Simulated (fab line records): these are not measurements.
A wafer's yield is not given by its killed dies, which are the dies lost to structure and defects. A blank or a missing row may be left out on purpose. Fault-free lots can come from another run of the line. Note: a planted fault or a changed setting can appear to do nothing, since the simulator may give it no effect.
fab line records + flow n5Finfet
record:
- lots: 4
- wafers: 12
- lastDay: 16
route steps=1938 shown TV_LITHO@1886 TV_OPEN@1887 PAD_METAL@1893 PASSIVATION@1897
lots with no fault: from the same line, run without faults
startH: the number of hours between the record's first day and the start of the first shown wafer of the lot + waitH: how many hours have passed since the lot's step before this one + " identical to the entry in the row above + L1.1+2: a row that stands for several wafers + - no value present, or no start provided + * or withheld: withheld + < > ~ a bound
route shown NAME@n: a module of which the file shows steps, and the number in the route of the first + usual: mean and standard deviation over wafers with no fault + same: alike in all rows + chamber/n: place in a boat + sites: per-site readings + _std_site: their standard deviation + _edge_site: mean of outer sites minus mean of inner sites + radiusMm: how far each site lies from the wafer's centre + mask NAME#n: copy n + behind: the last tool/chamber to shape the wafer + hold: cause of the lot's hold/its duration in hours/its outcome + device: which transistor (n, p or np) failed to switch + end of line: at the end of the route, the tests of the same wafers + a step given without rows: its recipe and nothing more + killed: the dies lost at the first sort to structure and to defects; this is not the yield of the wafer + map: dies across one wafer; x = killed, . = not, _ = none there
set.NAME: the run value of the setting; set.NAME@STEP: its run value at that earlier step + model.NAME: the simulator's own value behind a step, which no gauge read
lots at some steps of the route; a table a step, a row a wafer
services: the hour from which a tool's chamber was out of use, counted from the record's first day as startH (under 0 if before that day), plus the number of hours and why
== steps ==
step: N5_PASSIVATION_DESCUM_12
recipe:
- chemistry: O2
- timeS: 7.9
- sourcePowerW: 50
- biasPowerW: 20
- pressureMtorr: 20
- rfFrequencyHz: 2.712e+07
- tempC: 40
- o2FlowSccm: 225
step: N5_PASSIVATION_PASS_ETCH_74
recipe:
- chemistry: CF4/O2
- target: SiNx
- targetDepthA: 2200
- timeS: 110
- ionEnergyEv: 100
- pressureMtorr: 40
- sourceW: 535
- biasW: 49
- Ar_flow_sccm: 100
- cf4FlowSccm: 100
- O2_flow_sccm: 10
step: N5_PASSIVATION_VIA_ETCH_13
recipe:
- chemistry: CHF3/O2
- target: SiO2
- targetDepthA: 6600
- CHF3_flow_sccm: 50
- O2_flow_sccm: 5
- Ar_flow_sccm: 200
- timeS: 330
- maskMaterial: PR
- pressureMtorr: 30
- sourceW: 650
- biasW: 170
- ionEnergyEv: 200
- ends: cleared
step: N5_PASSIVATION_STRIP_14
recipe:
- chemistry: O2
- powerW: 600
- tempC: 60
- pressureMtorr: 30
- rfFrequencyHz: 6e+07
- biasPowerW: 0
- overashFraction: 0.5
- o2FlowSccm: 225
step: N5_PASSIVATION_ETCH_15
recipe:
- chemistry: CF4/N2
- target: SiCN
- targetDepthA: 750
- taperDeg: 2
- timeS: 81.2
- ionEnergyEv: 150
- maskMaterial: SiNx
- pressureMtorr: 40
- sourceW: 430
- biasW: 70
- Ar_flow_sccm: 100
- cf4FlowSccm: 60
- n2FlowSccm: 60
step: N5_PASSIVATION_STRIP_73
recipe:
- chemistry: postEtchResidueRemover
- timeS: 60
- tempC: 25
- removerPh: withheld
- removerWaterWtPct: withheld
- removerFluorideWtPct: withheld
step: N5_PASSIVATION_SRD_17
recipe:
- timeS: 30
- tempC: 23
- rinseLiquid: diw
- dry: n2Spin
- spinRpm: 1500
- dryTimeS: 30
step: N5_PASSIVATION_DEGAS_18
recipe:
- ambient: vacuum
- tempC: 300
- timeS: 60
step: N5_PASSIVATION_PRE_CLEAN_19
recipe:
- gas: H2/He
- timeS: *
- tempC: *
step: N5_PASSIVATION_SPUTTER_20
recipe:
- material: TaN
- targetThkA: 500
- tempC: 25
- chamberPressurePa: 0.4
step: N5_PASSIVATION_AL_DEP_21
recipe:
- material: Al
- targetThkA: 28000
- tempC: 400
- timeS: 170
- powerW: 30000
- chamberPressurePa: 0.4
- gas: Ar
usual:
- throttleValvePct: 30.5/0.88
| lot.wafer | tool          | chamber | startH | waitH | throttleValvePct | model.Al_of_PASSIVATION_AL_DEP_21.thkNm |
|-----------|---------------|---------|--------|-------|------------------|-----------------------------------------|
| L213.2    | pvdSputter-02 | -       | 267.90 | 0.1   | 29.8             | 2800                                    |
| L213.4    | "             | -       | "      | "     | 29.7             | 2765                                    |
| L213.6    | "             | -       | "      | "     | 30.7             | 2790                                    |
| L227.1    | pvdSputter-01 | -       | 359.68 | 0.1   | 30.4             | 2838                                    |
| L227.4    | "             | -       | "      | "     | 31.1             | 2770                                    |
| L227.6    | "             | -       | "      | "     | 32.1             | 2790                                    |
| L231.1    | pvdSputter-02 | -       | 363.68 | 0.1   | 29.6             | 2776                                    |
| L231.2    | "             | -       | "      | "     | 29.4             | 2762                                    |
| L231.3    | "             | -       | "      | "     | 30.6             | 2873                                    |
| L230.3    | pvdSputter-02 | -       | 369.06 | 0.1   | 30.6             | 2904                                    |
| L230.4    | "             | -       | "      | "     | 29.9             | 2820                                    |
| L230.6    | "             | -       | "      | "     | 30.4             | 2903                                    |
step: N5_PASSIVATION_HMDS_23
recipe:
- timeS: 60
- tempC: 120
step: N5_PASSIVATION_COAT_24
recipe:
- spinRpm: 3000
- resistThkNm: withheld
step: N5_PASSIVATION_EBR_26
recipe:
- solvent: PGMEA
- ebrWidthMm: 1.5
step: N5_PASSIVATION_SOFTBAKE_25
recipe:
- tempC: 100
- timeS: 90
step: N5_PASSIVATION_EXPOSE_27
recipe:
- maskId: PAD
- na: 0.55
- sourceShape: conventional
- sigmaOuter: 0.8
- polarization: unpolarized
- defocusNm: 0
- doseMj: 32.3
step: N5_PASSIVATION_PEB_28
recipe:
- pebTempC: withheld
- pebTimeS: *
step: N5_PASSIVATION_DEVELOP_29
recipe:
- developTimeS: 60
- rinseLiquid: diw
- dry: airSpin
- devTempC: 21
step: N5_PASSIVATION_HARDBAKE_31
recipe:
- tempC: 130
- timeS: 120
step: N5_PASSIVATION_DESCUM_32
recipe:
- chemistry: O2
- timeS: 7.9
- sourcePowerW: 50
- biasPowerW: 20
- pressureMtorr: 20
- rfFrequencyHz: 2.712e+07
- tempC: 40
- o2FlowSccm: 225
step: N5_PASSIVATION_AL_ETCH_33
recipe:
- chemistry: Cl2/BCl3
- targetDepthA: 28000
- overEtchFrac: 0.15
- Cl2_flow_sccm: 180
- bcl3FlowSccm: 60
- target: Al
- stopOn: TaN
- timeS: 466.7
- ionEnergyEv: 100
- pressureMtorr: 10
- icpW: 900
- biasW: 100
step: N5_PASSIVATION_ETCH_59
recipe:
- chemistry: Cl2/BCl3
- target: TaN
- targetDepthA: 650
- timeS: 34.9
- ionEnergyEv: 100
- pressureMtorr: 10
- icpW: 900
- biasW: 100
- Cl2_flow_sccm: 60
- bcl3FlowSccm: 30
step: N5_PASSIVATION_STRIP_34
recipe:
- chemistry: O2
- powerW: 600
- tempC: 60
- pressureMtorr: 30
- rfFrequencyHz: 6e+07
- biasPowerW: 0
- overashFraction: 2
- o2FlowSccm: 225
step: N5_PASSIVATION_STRIP_51
recipe:
- chemistry: postEtchResidueRemover
- timeS: 1200
- tempC: 72.5
step: N5_PASSIVATION_CLEAN_69
recipe:
- chemistry: IPA
- timeS: 180
- tempC: 25
step: N5_PASSIVATION_SRD_70
recipe:
- dry: ipaMarangoni
- timeS: 30
- tempC: 23
- rinseLiquid: diw
step: N5_PASSIVATION_PECVD_53
recipe:
- material: SiO2
- targetThkA: 8000
- tempC: 400
- precursor: TEOS/O2
- pressureTorr: 6.5
- rfW: withheld
- teosFlowSccm: withheld
- gas: O2
- flowSccm: 2650
- timeS: 169.4
step: N5_PASSIVATION_PECVD_35
recipe:
- material: SiNx
- targetThkA: 7000
- tempC: 400
- precursor: SiH4/NH3/N2
- pressureTorr: 4.9
- rfW: 1406
- timeS: 151.3
step: N5_PASSIVATION_HMDS_37
recipe:
- timeS: 60
- tempC: 120
step: N5_PASSIVATION_COAT_38
recipe:
- spinRpm: 3000
- resistThkNm: withheld
step: N5_PASSIVATION_EBR_40
recipe:
- solvent: PGMEA
- ebrWidthMm: 1.5
step: N5_PASSIVATION_SOFTBAKE_39
recipe:
- tempC: 110
- timeS: 120
step: N5_PASSIVATION_EXPOSE_41
recipe:
- maskId: PASS_OPEN
- na: 0.55
- defocusNm: 0
- sourceShape: conventional
- sigmaOuter: 0.8
- polarization: unpolarized
- targetCdNm: 40000
- doseMj: 57.25
step: N5_PASSIVATION_PEB_42
recipe:
- pebTempC: withheld
- pebTimeS: *
step: N5_PASSIVATION_DEVELOP_43
recipe:
- developTimeS: 60
- rinseLiquid: diw
- dry: airSpin
- devTempC: 21
step: N5_PASSIVATION_HARDBAKE_45
recipe:
- tempC: 130
- timeS: 120
step: N5_PASSIVATION_STRIP_52
recipe:
- chemistry: postEtchResidueRemover
- timeS: 1200
- tempC: 72.5
| lot.wafer | tool        | chamber | startH | waitH | model.Al_of_PASSIVATION_AL_DEP_21.thkNm |
|-----------|-------------|---------|--------|-------|-----------------------------------------|
| L213.2    | wetBench-06 | 1       | 271.05 | -     | 2785                                    |
| L213.4    | "           | 3       | "      | "     | 2750                                    |
| L213.6    | "           | 4       | "      | "     | 2774                                    |
| L227.1    | wetBench-03 | 1       | 362.72 | -     | 2822                                    |
| L227.4    | "           | 4       | "      | "     | 2754                                    |
| L227.6    | "           | 5       | "      | "     | 2774                                    |
| L231.1    | wetBench-03 | 5       | 367.35 | -     | 2760                                    |
| L231.2    | "           | 6       | "      | "     | 2746                                    |
| L231.3    | "           | 0       | "      | "     | 2858                                    |
| L230.3    | wetBench-03 | 6       | 372.23 | -     | 2889                                    |
| L230.4    | "           | 3       | "      | "     | 2805                                    |
| L230.6    | "           | 2       | "      | "     | 2888                                    |
step: N5_PASSIVATION_PROBE_49
usual:
- defectLimitedYield: 91.3/1.5
- killed_at_M0_to_M3: 34/9.4
- killed_at_M4_up: 13/5.3
- killedAtContacts: 13/5.7
- killedAtFrontEnd: 40/10
- killedAtOther: 3.7/2.8
- killedDies: 103/17
- killedOpen: 67/13
- killedShort: 35/8.5
- sort_bin_5_function: 5.0/0.98
- sort_bin_6_memory: 3.3/0.7
- sortNPass: 1077/17
- sortYieldPct: 91.3/1.5
same:
- grossDies: 1180
- killedAtBackSide: 0
- sort_bin_4_leakage[%]: 0
- sort_bin_8_speed[%]: 0
| lot.wafer | tool      | chamber | startH | waitH | defectLimitedYield[%] | killed_at_M0_to_M3 | killed_at_M4_up | killedAtContacts | killedAtFrontEnd | killedAtOther | killedDies | killedOpen | killedShort | sort_bin_5_function[%] | sort_bin_6_memory[%] | sortNPass | sortYieldPct[%] |
|-----------|-----------|---------|--------|-------|-----------------------|--------------------|-----------------|------------------|------------------|---------------|------------|------------|-------------|------------------------|----------------------|-----------|-----------------|
| L213.2    | prober-01 | -       | 273.53 | 0.1   | 91.4                  | 35                 | 15              | 17               | 32               | 2             | 101        | 71         | 29          | 4.9                    | 3.6                  | 1079      | 91.4            |
| L213.4    | prober-01 | -       | 273.63 | 0.2   | 89.1                  | 43                 | 13              | 18               | 52               | 3             | 129        | 85         | 42          | 6.9                    | 3.6                  | 1051      | 89.1            |
| L213.6    | prober-01 | -       | 273.73 | 0.3   | 91.0                  | 44                 | 12              | 13               | 34               | 3             | 106        | 63         | 42          | 5.8                    | 3.1                  | 1074      | 91.0            |
killed by level:class
L213.2 MOL_CONTACT_COAG:geometricParticle:open=11 STI_FIN_REVEAL:geometricParticle:open=9 FIN_SAQP:geometricParticle:open=7 BEOL_M2:geometricParticle:open=7 MOL_CONTACT_COAG:geometricParticle:short=6 BEOL_M0_SAQP:geometricParticle:short=6 BEOL_M3:geometricParticle:open=6 BEOL_M2:geometricParticle:short=5
L213.4 FIN_SAQP:geometricParticle:open=20 BEOL_M2:geometricParticle:open=17 MOL_CONTACT_COAG:geometricParticle:open=12 FIN_SAQP:geometricParticle:short=9 BEOL_M0_SAQP:geometricParticle:open=7 MOL_CONTACT_COAG:geometricParticle:short=6 BEOL_M4:geometricParticle:open=6 DUMMY_GATE:geometricParticle:open=5
L213.6 BEOL_M2:geometricParticle:open=11 FIN_SAQP:geometricParticle:short=9 BEOL_M0_SAQP:geometricParticle:open=8 FIN_SAQP:geometricParticle:open=7 MOL_CONTACT_COAG:geometricParticle:open=7 STI_FIN_REVEAL:geometricParticle:open=6 MOL_CONTACT_COAG:geometricParticle:short=6 BEOL_M0_SAQP:geometricParticle:short=6
== services ==
| tool          | chamber | startH | hours | kind   |
|---------------|---------|--------|-------|--------|
| pvdSputter-02 | -       | 294.67 | 5.9   | repair |
| pvdSputter-01 | -       | 310.24 | 2.1   | repair |
== key ==
firstSign none at tools or gauges
modelEffect:
- step: N5_PASSIVATION_AL_DEP_21
- value: Al_of_PASSIVATION_AL_DEP_21.thkNm
- without: 2769
- struck: 2894
modelEffect:
- step: N5_PASSIVATION_STRIP_52
- value: Al_of_PASSIVATION_AL_DEP_21.thkNm
- without: 2754
- struck: 2878
metAt N5_PASSIVATION_AL_DEP_21
struckWafers L230.3,L230.6,L231.3
onsetBetween 267.90 363.68
fault:
- kind: processParameterDrift
- tool: pvdSputter-02
- chamber: -
- onsetH: 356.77
- steps: N5_PASSIVATION_AL_DEP_21
- channel: timeS
- offset: *
- shape: step
- endH: 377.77
- scope: struckWafersOnly
- actsIn: *
- stated: *
